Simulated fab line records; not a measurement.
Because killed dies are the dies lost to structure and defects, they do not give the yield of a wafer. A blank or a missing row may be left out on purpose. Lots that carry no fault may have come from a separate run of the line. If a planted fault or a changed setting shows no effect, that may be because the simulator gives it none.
A lot that was struck, set against a sound lot    flow n5 finfet    21 out of 1938 route steps
Sound: the wafers L824.1, L824.4, L824.5. Struck: wafers L820.3, L820.5. (L820.2 of the same lot was not struck and is left out.) The cause comes at the end.
For every step that has rows: the tool of each side, followed by ch and its chambers, followed by its first start. Under that, the readings that differ: sound wafers    struck wafers    difference of the means    sigmas: that difference in standard deviations of wafers without a fault.
alike: words and numbers the same on both sides, and readings whose means are apart by under 2 such deviations; not compared: readings that were withheld, readings missing a value for some wafer, numbers with overlapping values and no deviation given by the record, and bounds like >300 which may hide the same value.
A row with sigmas, a row that says differs or no value, or rows on one side alone: a step with any of these is where the two part. Numbers that don't overlap but have no deviation are shown without sigmas and don't part them. A reading that every wafer of one side lacks parts them only if that side has two wafers or more.

first, 9 steps without rows for these wafers: N5_FIN_SAQP_EXPOSE_13 (exposes mask FIN CORE, target cd 35.6 nm); N5_FIN_SAQP_PEB_14 (peb time 60 s); N5_FIN_SAQP_DEVELOP_15 (develop time 30 s); N5_FIN_SAQP_DESCUM_21 (chemistry O2, time 7.9 s); N5_FIN_SAQP_ETCH_51 (etches SiARC in CF4, target depth 45.5 nm, time 75.8 s); N5_FIN_SAQP_ETCH_52 (etches SOC in N2/H2, target depth 100 nm, overetch 20 nm, time 150 s); N5_FIN_SAQP_STRIP_53 (strips in N2/H2); N5_FIN_SAQP_HM_OPEN_73 (chemistry CHF3/O2, target SiO2, stops on a-Si, target depth 12 nm, time 16.8 s); N5_FIN_SAQP_STRIP_74 (strips in CHF3/O2).
N5_FIN_SAQP_MANDREL_ETCH_22: etches a-Si in HBr/Cl2, stops on SiNx, target depth 60 nm, bt time 10 s, time 30 s.
  sound on rie si-01 ch 0,1, day 7 16:23; struck on rie si-05 ch 0, day 6 16:51
reading                                      sound              struck       difference  sigmas
drypump motor current A (A)                  6.3 6.3 6.3        5.1 5.1      -1.2        -3
model.SOC_of_FIN_SAQP_COAT_49.thk nm (nm)    75.12 75.64 75     64.52 64.06  -10.96      
model.SiNx_of_FIN_SAQP_PECVD_48.thk nm (nm)  25.03 25.36 25.01  19 18.62     -6          
  alike: bias w, he backside leak sccm, oes product au, throttle valve pct
  not compared: rf hours counter h
then, 7 steps without rows for these wafers: N5_FIN_SAQP_STRIP_55 (strips in N2/H2); N5_FIN_SAQP_STRIP_23 (strips in SPM, time 750 s); N5_FIN_SAQP_SRD_66 (time 30 s); N5_FIN_SAQP_RECESS_75 (chemistry HF/NH3, target SiO2, target depth 14.4 nm, afs cycles 3, sublimation time 60 s); N5_FIN_SAQP_SPACER1_ALD_24 (deposits SiO2, target thk 20.3 nm, pulse time 1 s, purge time 2 s); N5_FIN_SAQP_SPACER1_ETCHBACK_25 (etches SiO2 in CHF3/O2, target depth 24.4 nm, time 12.2 s); N5_FIN_SAQP_MANDREL1_REMOVE_56 (chemistry HBr/Cl2/O2, target a-Si, stops on SiNx, bt time 10 s).
N5_FIN_SAQP_ETCH_57: etches SiNx in CH3F/O2, target depth 32.5 nm, time 46.4 s.
  sound on rie diel-01 ch 0,1, day 7 19:04; struck on rie diel-04 ch 1,3, day 6 18:38
reading                   sound              struck     difference  sigmas
etch rf on time s (s)     45.9 48.3 48.1     35.4 36.0  -11.7       -12
rf vpp V (V)              301 292 291        307 305    +11         +2
model.etch.depth nm (nm)  25.03 25.36 25.01  19 18.62   -6          
  alike: bias w, drypump motor current A, oes product au, showerhead plenum p Torr, throttle valve pct
  not compared: rf hours counter h
then, 1 step without rows for these wafers: N5_FIN_SAQP_ETCH_65 (etches SiO2 in CF4, target depth 4 nm, time 4.4 s).
-- record jumps: 8 days separate the struck wafers' starts on either side; left off in module FIN_SAQP, taken up again in module BEOL_M4, whose first shown step is the route's number 1111 --
N5_BEOL_M4_RC_MEAS_101:
  sound on prober-02 ch 0, day 15 13:25; struck on prober-01 ch 0, day 14 23:59
reading    sound           struck     difference  sigmas
VT_P (mV)  -255 -252 -255  -247 -248  +6          +2
  alike: DIBL_N, DIBL_P, IOFF_N, IOFF_P, ION_N, ION_P, SS_N, SS_P, VT_N
then, 1 step without rows for these wafers: N5_PASSIVATION_PROBE_49.

## WHERE THEY PART
At N5_FIN_SAQP_MANDREL_ETCH_22 first; at N5_BEOL_M4_RC_MEAS_101 last (within this record only).

WHY: the cause the simulator had injected
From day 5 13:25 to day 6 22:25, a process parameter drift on rie si-05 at N5_FIN_SAQP_MANDREL_ETCH_22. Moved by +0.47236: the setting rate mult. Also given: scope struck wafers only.
